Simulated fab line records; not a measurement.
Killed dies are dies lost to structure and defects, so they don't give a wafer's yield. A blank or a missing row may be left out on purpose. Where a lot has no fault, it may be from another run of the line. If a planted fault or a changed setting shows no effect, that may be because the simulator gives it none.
fab line records ; flow nandHarc ; part 2 of 2: steps 4 to 6 of 6
record: lots: 22; wafers: 66; lastDay: 24
route steps=1159 shown A_STAIRCASE@590
lots that met no fault: taken from a fault-free run of the same line
startH: start of the lot's first displayed wafer, in hours after the record's first day ; waitH: how many hours have passed since the lot's step before this one ; " same as the row above ; L1.1+2: a single row standing in for several wafers ; - no value, or no start was given ; * or withheld: withheld ; < > ~ a bound
route shown NAME@n: a module of which the file shows steps, and the number in the route of the first ; usual: mean and standard deviation over wafers with no fault ; same: alike in all rows ; chamber/n: place in a boat ; sites: per-site readings ; _std_site: standard deviation across them ; _edge_site: outer sites' mean less inner sites' ; radiusMm: how far each site lies from the wafer's centre ; mask NAME#n: copy n ; behind: the last tool/chamber to shape the wafer ; hold: why the lot went on hold/how many hours it stayed there/how the hold came to an end ; device: transistor that didn't switch, given as n, p or np ; end of line: the same wafers' tests at the end of the route ; step lacking rows: just its recipe ; killed: count of dies lost to structure and defects at first sort (not the wafer's yield) ; map: a wafer's dies, marking killed ones x, the rest . and places with no die _
set.NAME: the run value of the setting; set.NAME@STEP: its run value at that earlier step ; model.NAME: the simulator's own value behind a step, which no gauge read
steps of the route over a sample of lots; a table a step, a row a wafer
services: a tool's chamber out of use, with start hour (startH, from the record's first day; less than 0 if before it), hours out, and reason
== steps ==
step: NHARC_A_STAIRCASE_TRIM_224
recipe: timeS: 211.2; o2FlowSccm: 500; arFlowSccm: 0; biasW: 0; chemistry: O2
usual: drypumpMotorCurrentA: 6.0/0.5; oesProductAu: 1.001/0.0073; rfVppV: 57.9/0.9; showerheadPlenumPTorr: 3.50/0.18; throttleValvePct: 17.036/0.0087
lot.wafer;tool;chamber;startH;waitH;drypumpMotorCurrentA;oesProductAu;rfHoursCounterH;rfVppV;showerheadPlenumPTorr;throttleValvePct
L074.4;rieDiel-11;2;-;-;5.4;1.002;17;57.8;3.64;17.032
L074.6;rieDiel-11;2;-;-;5.4;1.011;-;58.1;3.64;17.023
L074.5;rieDiel-11;3;-;-;5.4;1.009;-;58.5;3.29;17.041
L079.2;rieDiel-11;2;-;-;5.4;1.000;23;57.7;3.64;17.058
L079.6;rieDiel-11;1;-;-;5.5;0.996;-;57.9;3.41;17.037
L079.5;rieDiel-11;2;-;-;5.4;1.003;-;57.6;3.64;17.046
L075.4;rieDiel-03;0;-;-;5.3;1.011;16;58.7;3.29;17.040
L075.6;rieDiel-03;1;-;-;6.4;0.996;-;57.5;3.33;17.037
L075.5;rieDiel-03;2;-;-;6.7;1.011;-;57.3;3.51;17.036
L077.1;rieDiel-11;2;-;-;5.4;1.007;25;58.9;3.64;17.047
L077.2;rieDiel-11;3;-;-;5.5;1.000;23;58.0;3.28;17.038
L077.6;rieDiel-11;1;-;-;5.5;1.010;-;56.8;3.41;17.020
L076.3;rieDiel-03;3;-;-;6.4;1.002;16;59.1;3.71;17.032
L076.1;rieDiel-03;1;-;-;6.4;0.991;19;57.8;3.33;17.046
L076.4;rieDiel-03;2;-;-;6.7;1.011;17;59.0;3.51;17.033
L078.1;rieDiel-04;2;-;-;5.6;1.008;58;57.8;3.30;17.051
L078.2;rieDiel-04;0;-;-;5.9;1.007;55;58.5;3.60;17.037
L078.5;rieDiel-04;2;-;-;5.6;1.007;-;58.4;3.30;17.043
L083.2;rieDiel-03;3;-;-;6.4;0.998;25;58.5;3.71;17.022
L083.1;rieDiel-03;1;-;-;6.4;0.989;26;56.8;3.33;17.036
L083.5;rieDiel-03;0;-;-;5.3;0.994;-;57.2;3.28;17.036
L080.3;rieDiel-04;0;-;-;6.0;1.008;2;57.2;3.60;17.037
L080.5;rieDiel-04;0;-;-;6.0;1.012;-;57.3;3.60;17.039
L080.6;rieDiel-04;1;-;-;6.1;1.009;-;59.1;3.81;17.026
L081.2;rieDiel-04;1;-;-;6.2;1.013;3;57.6;3.81;17.024
L081.6;rieDiel-04;1;-;-;6.2;0.997;-;58.7;3.81;17.037
L081.4;rieDiel-04;3;-;-;6.1;1.002;-;58.1;3.70;17.045
L082.1;rieDiel-11;0;-;-;6.5;1.004;37;58.4;3.58;17.039
L082.4;rieDiel-11;1;-;-;5.5;0.995;40;58.5;3.40;17.037
L082.5;rieDiel-11;0;-;-;6.5;1.012;-;56.6;3.58;17.035
L085.3;rieDiel-03;2;-;-;6.7;1.012;32;57.5;3.50;17.029
L085.1;rieDiel-03;3;-;-;6.4;1.005;31;57.4;3.70;17.037
L085.6;rieDiel-03;1;-;-;6.4;0.988;-;57.0;3.33;17.046
L084.1;rieDiel-03;2;-;-;6.8;1.003;32;58.1;3.50;17.044
L084.2;rieDiel-03;3;-;-;6.4;1.000;31;58.5;3.70;17.019
L084.3;rieDiel-03;1;-;-;6.4;1.002;32;56.9;3.33;17.036
L086.1;rieDiel-04;3;-;-;6.1;1.003;12;59.5;3.69;17.034
L086.2;rieDiel-04;0;-;-;6.0;1.001;13;57.8;3.59;17.034
L086.6;rieDiel-04;3;-;-;6.1;1.008;-;57.2;3.69;17.039
L087.1;rieDiel-03;0;-;-;5.3;1.003;40;58.3;3.28;17.021
L087.5;rieDiel-03;2;-;-;6.7;1.004;-;58.4;3.50;17.040
L087.6;rieDiel-03;3;-;-;6.4;1.002;-;58.9;3.70;17.039
L092.3;rieDiel-03;0;-;-;5.3;1.002;43;56.6;3.27;17.050
L092.4;rieDiel-03;1;-;-;6.4;1.004;42;57.8;3.32;17.042
L092.2;rieDiel-03;2;-;-;6.7;1.011;45;57.1;3.49;17.030
L091.3;rieDiel-04;1;-;-;6.2;0.997;19;59.6;3.80;17.022
L091.4;rieDiel-04;0;-;-;5.9;1.006;18;58.7;3.59;17.026
L091.6;rieDiel-04;2;-;-;5.6;1.002;-;57.0;3.29;17.044
L088.4;rieDiel-04;2;-;-;5.6;0.994;18;58.1;3.28;17.041
L088.1;rieDiel-04;0;-;-;5.9;1.003;21;57.0;3.59;17.041
L088.6;rieDiel-04;3;-;-;6.0;0.999;-;58.2;3.69;17.032
L093.3;rieDiel-04;3;-;-;6.0;0.986;22;57.6;3.68;17.048
L093.1;rieDiel-04;0;-;-;5.9;1.013;23;57.5;3.59;17.039
L093.6;rieDiel-04;3;-;-;6.0;0.979;-;58.8;3.68;17.038
L090.1;rieDiel-11;1;-;-;5.5;1.014;59;58.1;3.39;17.035
L090.3;rieDiel-11;2;-;-;5.4;0.999;60;57.9;3.62;17.038
L090.6;rieDiel-11;0;-;-;6.5;1.005;-;58.7;3.57;17.024
L094.4;rieDiel-03;2;-;-;6.8;1.006;54;57.7;3.49;17.029
L094.3;rieDiel-03;3;-;-;6.4;1.006;53;57.5;3.69;17.023
L094.1;rieDiel-03;1;-;-;6.4;0.991;52;57.3;3.32;17.039
L095.3;rieDiel-03;1;-;-;6.4;1.005;53;57.8;3.31;17.034
L095.1;rieDiel-03;3;-;-;6.4;0.992;54;58.7;3.69;17.035
L095.4;rieDiel-03;0;-;-;5.3;0.991;55;56.9;3.27;17.041
L097.4;rieDiel-03;1;-;-;6.4;0.995;58;58.2;3.31;17.036
L097.2;rieDiel-03;2;-;-;6.8;0.999;62;57.4;3.48;17.040
L097.5;rieDiel-03;1;-;-;6.4;0.984;-;55.8;3.31;17.043
step: NHARC_A_STAIRCASE_ETCH_232
recipe: targetDepthA: 1000; timeS: 40.5; ionEnergyEv: 400; c4f8FlowSccm: 20; o2FlowSccm: 10; arFlowSccm: withheld; rfW: 600; biasW: 1000; chemistry: C4F8/O2
usual: oesProductAu: 0.947/0.015; rfVppV: 895/6.6
lot.wafer;tool;chamber;startH;waitH;oesProductAu;rfHoursCounterH;rfVppV
L074.4;rieDiel-04;3;-;-;0.936;49;902
L074.5;rieDiel-04;2;-;-;0.935;-;888
L074.6;rieDiel-04;3;-;-;0.944;-;903
L079.2;rieDiel-11;2;-;-;0.961;24;899
L079.6;rieDiel-11;0;-;-;0.931;-;899
L079.5;rieDiel-11;1;-;-;0.949;-;893
L075.4;rieDiel-03;2;-;-;0.946;13;893
L075.5;rieDiel-03;0;-;-;0.943;-;887
L075.6;rieDiel-03;1;-;-;0.946;-;888
L077.1;rieDiel-11;1;-;-;0.939;25;893
L077.2;rieDiel-11;2;-;-;0.937;25;900
L077.6;rieDiel-11;1;-;-;0.952;-;894
L076.3;rieDiel-03;2;-;-;0.940;17;896
L076.1;rieDiel-03;3;-;-;0.943;16;902
L076.4;rieDiel-03;1;-;-;0.947;20;890
L078.2;rieDiel-04;2;-;-;0.956;59;888
L078.1;rieDiel-04;3;-;-;0.944;56;902
L078.5;rieDiel-04;0;-;-;0.950;-;899
L083.2;rieDiel-11;0;-;-;0.941;34;898
L083.1;rieDiel-11;2;-;-;0.940;36;900
L083.5;rieDiel-11;1;-;-;0.932;-;889
L080.3;rieDiel-03;0;-;-;0.947;32;886
L080.6;rieDiel-03;1;-;-;0.957;-;888
L080.5;rieDiel-03;2;-;-;0.963;-;894
L081.4;rieDiel-11;0;-;-;0.937;36;898
L081.2;rieDiel-11;1;-;-;0.937;39;891
L081.6;rieDiel-11;3;-;-;0.942;-;886
L082.1;rieDiel-04;3;-;-;0.952;4;902
L082.4;rieDiel-04;1;-;-;0.961;4;905
L082.5;rieDiel-04;3;-;-;0.947;-;903
L085.3;rieDiel-11;3;-;-;0.965;40;887
L085.1;rieDiel-11;1;-;-;0.948;41;892
L085.6;rieDiel-11;2;-;-;0.958;-;900
L084.2;rieDiel-04;1;-;-;0.951;5;906
L084.3;rieDiel-04;2;-;-;0.957;2;887
L084.1;rieDiel-04;3;-;-;0.957;5;902
L086.1;rieDiel-04;3;-;-;0.949;12;902
L086.2;rieDiel-04;2;-;-;0.944;10;885
L086.6;rieDiel-04;0;-;-;0.950;-;899
L087.1;rieDiel-11;3;-;-;0.944;46;887
L087.5;rieDiel-11;0;-;-;0.933;-;897
L087.6;rieDiel-11;1;-;-;0.955;-;891
L092.4;rieDiel-03;0;-;-;0.941;44;887
L092.2;rieDiel-03;1;-;-;0.922;43;889
L092.3;rieDiel-03;2;-;-;0.938;45;894
L091.3;rieDiel-11;1;-;-;0.942;54;891
L091.4;rieDiel-11;2;-;-;0.948;54;899
L091.6;rieDiel-11;0;-;-;0.939;-;897
L088.4;rieDiel-11;2;-;-;0.945;59;899
L088.1;rieDiel-11;1;-;-;0.941;58;890
L088.6;rieDiel-11;2;-;-;0.944;-;899
L093.3;rieDiel-04;1;-;-;0.955;25;906
L093.1;rieDiel-04;0;-;-;0.942;24;897
L093.6;rieDiel-04;2;-;-;0.962;-;886
L090.1;rieDiel-11;2;-;-;0.935;60;899
L090.3;rieDiel-11;0;-;-;0.941;55;897
L090.6;rieDiel-11;3;-;-;0.942;-;885
L094.1;rieDiel-03;2;-;-;0.939;55;895
L094.4;rieDiel-03;3;-;-;0.938;53;902
L094.3;rieDiel-03;0;-;-;0.931;54;887
L095.4;rieDiel-04;0;366.68;-;0.998;28;899
L095.3;rieDiel-04;1;366.68;-;0.999;29;906
L095.1;rieDiel-04;3;366.68;-;0.991;27;901
L097.4;rieDiel-04;1;-;-;0.930;35;907
L097.2;rieDiel-04;0;-;-;0.933;33;899
L097.5;rieDiel-04;1;-;-;0.936;-;906
step: NHARC_A_STAIRCASE_TRIM_233
recipe: timeS: 211.2; o2FlowSccm: 500; arFlowSccm: 0; biasW: 0; chemistry: O2
usual: drypumpMotorCurrentA: 5.9/0.48; oesProductAu: 1.002/0.0078; rfVppV: 57.7/1; showerheadPlenumPTorr: 3.49/0.17; throttleValvePct: 17.036/0.0094
lot.wafer;tool;chamber;startH;waitH;drypumpMotorCurrentA;oesProductAu;rfHoursCounterH;rfVppV;showerheadPlenumPTorr;throttleValvePct
L074.4;rieDiel-04;3;-;-;6.1;0.997;49;60.2;3.70;17.048
L074.6;rieDiel-04;1;-;-;6.1;1.009;-;57.0;3.28;17.025
L074.5;rieDiel-04;2;-;-;5.6;0.999;-;57.7;3.30;17.040
L079.2;rieDiel-11;2;-;-;5.4;1.005;24;57.4;3.64;17.034
L079.6;rieDiel-11;0;-;-;6.5;1.016;-;59.3;3.59;17.037
L079.5;rieDiel-11;1;-;-;5.5;1.023;-;57.6;3.41;17.027
L075.4;rieDiel-03;2;-;-;6.8;1.004;13;57.4;3.51;17.028
L075.5;rieDiel-03;1;-;-;6.4;1.002;-;57.2;3.33;17.039
L075.6;rieDiel-03;2;-;-;6.7;1.024;-;56.7;3.51;17.028
L077.1;rieDiel-11;0;-;-;6.5;1.013;23;56.9;3.59;17.049
L077.2;rieDiel-11;3;-;-;5.4;1.012;23;57.8;3.28;17.036
L077.6;rieDiel-11;0;-;-;6.6;1.019;-;59.0;3.59;17.043
L076.1;rieDiel-03;1;-;-;6.4;0.996;20;56.9;3.33;17.018
L076.3;rieDiel-03;2;-;-;6.7;1.006;17;57.6;3.51;17.048
L076.4;rieDiel-03;3;-;-;6.4;1.009;17;58.8;3.71;17.027
L078.1;rieDiel-04;1;-;-;6.2;1.002;56;55.4;3.27;17.032
L078.2;rieDiel-04;2;-;-;5.6;0.996;59;58.2;3.30;17.033
L078.5;rieDiel-04;0;-;-;6.0;1.002;-;58.0;3.60;17.037
L083.2;rieDiel-11;3;-;-;5.4;1.011;34;56.0;3.28;17.048
L083.1;rieDiel-11;0;-;-;6.6;1.005;34;56.2;3.58;17.034
L083.5;rieDiel-11;2;-;-;5.4;1.008;-;59.7;3.63;17.047
L080.3;rieDiel-03;0;-;-;5.3;0.993;32;57.9;3.28;17.052
L080.6;rieDiel-03;3;-;-;6.4;1.014;-;57.8;3.70;17.027
L080.5;rieDiel-03;0;-;-;5.3;0.995;-;55.9;3.28;17.043
L081.4;rieDiel-11;3;-;-;5.4;1.014;38;56.0;3.27;17.026
L081.2;rieDiel-11;0;-;-;6.6;1.000;36;58.2;3.58;17.035
L081.6;rieDiel-11;3;-;-;5.4;1.008;-;56.3;3.27;17.020
L082.1;rieDiel-04;1;-;-;6.2;0.998;4;57.9;3.81;17.048
L082.4;rieDiel-04;2;-;-;5.6;1.007;1;58.1;3.29;17.018
L082.5;rieDiel-04;0;-;-;5.9;1.008;-;57.6;3.60;17.043
L085.3;rieDiel-11;2;-;-;5.4;1.005;41;58.1;3.63;17.035
L085.1;rieDiel-11;3;-;-;5.5;1.001;40;56.9;3.27;17.025
L085.6;rieDiel-11;3;-;-;5.4;1.007;-;57.8;3.27;17.037
L084.3;rieDiel-04;0;-;-;5.9;1.007;5;57.0;3.60;17.017
L084.2;rieDiel-04;2;-;-;5.6;0.997;3;57.8;3.29;17.027
L084.1;rieDiel-04;3;-;-;6.0;0.994;5;58.3;3.69;17.030
L086.1;rieDiel-04;2;-;-;5.6;1.013;10;56.9;3.29;17.036
L086.2;rieDiel-04;3;-;-;6.0;0.994;12;58.6;3.69;17.023
L086.6;rieDiel-04;1;-;-;6.2;0.998;-;58.2;3.80;17.044
L087.1;rieDiel-11;1;-;-;5.6;1.009;49;57.8;3.40;17.044
L087.6;rieDiel-11;2;-;-;5.4;1.001;-;58.1;3.62;17.036
L087.5;rieDiel-11;3;-;-;5.4;0.993;-;56.6;3.27;17.038
L092.4;rieDiel-03;0;-;-;5.3;1.003;44;56.7;3.27;17.045
L092.3;rieDiel-03;1;-;-;6.4;1.000;43;57.1;3.32;17.034
L092.2;rieDiel-03;2;-;-;6.7;1.000;45;59.2;3.49;17.037
L091.3;rieDiel-11;2;-;-;5.4;1.000;54;57.4;3.62;17.034
L091.4;rieDiel-11;3;-;-;5.4;1.008;51;58.6;3.27;17.050
L091.6;rieDiel-11;3;-;-;5.4;1.004;-;55.7;3.27;17.038
L088.4;rieDiel-11;1;-;-;5.5;1.004;58;59.0;3.39;17.026
L088.1;rieDiel-11;3;-;-;5.4;1.001;56;58.0;3.26;17.049
L088.6;rieDiel-11;1;-;-;5.5;1.002;-;58.1;3.39;17.041
L093.3;rieDiel-04;1;-;-;6.2;1.001;25;58.1;3.79;17.039
L093.1;rieDiel-04;3;-;-;6.1;0.990;22;58.4;3.68;17.033
L093.6;rieDiel-04;1;-;-;6.2;1.001;-;59.1;3.79;17.054
L090.3;rieDiel-11;2;-;-;5.4;0.991;60;57.8;3.62;17.033
L090.1;rieDiel-11;3;-;-;5.4;0.989;57;55.5;3.26;17.048
L090.6;rieDiel-11;1;-;-;5.5;0.996;-;57.0;3.39;17.033
L094.3;rieDiel-03;2;-;-;6.8;1.011;55;56.8;3.49;17.043
L094.4;rieDiel-03;0;-;-;5.3;0.989;54;56.3;3.27;17.045
L094.1;rieDiel-03;1;-;-;6.4;0.985;52;57.7;3.31;17.018
L095.1;rieDiel-03;1;366.76;-;6.4;0.991;54;55.3;3.31;17.035
L095.4;rieDiel-03;2;366.76;-;6.7;1.001;57;58.4;3.49;17.036
L095.3;rieDiel-03;3;366.76;-;6.4;0.996;55;57.5;3.69;17.042
L097.2;rieDiel-04;3;-;-;6.1;0.991;31;56.8;3.68;17.035
L097.4;rieDiel-04;0;-;-;6.0;1.011;33;56.5;3.58;17.024
L097.5;rieDiel-04;0;-;-;6.0;1.011;-;58.2;3.58;17.025
== services ==
tool;chamber;startH;hours;kind
rieDiel-03;-;215.43;9.0;pm
rieDiel-11;0;223.00;-;clean
rieDiel-11;1;223.00;-;clean
rieDiel-11;2;223.00;-;clean
rieDiel-11;3;223.00;-;clean
rieDiel-11;-;233.68;0.6;repair
rieDiel-11;0;247.50;-;clean
rieDiel-11;1;247.50;-;clean
rieDiel-11;2;247.50;-;clean
rieDiel-11;3;247.50;-;clean
rieDiel-11;-;266.91;0.6;repair
rieDiel-03;1;267.09;5.7;repair
rieDiel-11;0;272.00;-;clean
rieDiel-11;1;272.00;-;clean
rieDiel-11;2;272.00;-;clean
rieDiel-11;3;272.00;-;clean
rieDiel-03;1;273.67;5.0;repair
rieDiel-04;-;289.30;9.0;pm
rieDiel-11;0;296.52;-;clean
rieDiel-11;1;296.52;-;clean
rieDiel-11;2;296.52;-;clean
rieDiel-11;0;304.69;1.6;repair
rieDiel-11;3;334.96;3.5;repair
rieDiel-11;-;366.50;9.0;pm
